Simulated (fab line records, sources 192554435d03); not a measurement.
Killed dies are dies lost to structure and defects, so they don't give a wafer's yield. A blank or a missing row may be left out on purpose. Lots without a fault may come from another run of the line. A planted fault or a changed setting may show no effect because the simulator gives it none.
Chamber matching | flow n5_finfet | N5_BEOL_M5_DESCUM_33 on rie_diel-01: 4 sister chambers
The step chemistry O2, time 7 s. 4 wafers are shown with their chamber, then 7 later ones without.

WAFERS WITH THEIR CHAMBER
wafer  | chamber | drypump_motor_current_A (A)
L083.1 | 0       | 6.3
L083.2 | 3       | 6.2
L087.2 | 1       | 5.4
L087.4 | 2       | 5.9

WAFERS WITHOUT THEIR CHAMBER
wafer  | drypump_motor_current_A (A)
L087.6 | 6.4
L089.1 | 5.9
L089.3 | 5.5
L089.6 | 5.5
L093.3 | 5.4
L093.4 | 6.2
L093.5 | 6.3

WHICH CHAMBER EACH WENT THROUGH
wafer  | from the rows above     | in truth
L087.6 | can't be placed: 0 or 3 | 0
L089.1 | 2                       | 2
L089.3 | 1                       | 1
L089.6 | 1                       | 1
L093.3 | 1                       | 1
L093.4 | can't be placed: 3 or 0 | 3
L093.5 | can't be placed: 0 or 3 | 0
Placed correctly: 4 of 7. Can't be placed from these rows: 3 (the true chamber is among the candidates in 3). Placed wrongly: 0.
How it was worked out, from the rows above alone: a wafer's distance from a chamber is the root of the sum, over the readings, of the square of ((its reading less the chamber's mean) divided by the reading's scatter). The wafer belongs to the nearest chamber; if the next one is less than 2 further off, it can't be placed. A chamber's mean is the mean of its shown wafers. The scatter: with one shown wafer a chamber, the root of the mean of the squares of how far each hidden wafer lies from its nearest shown one.
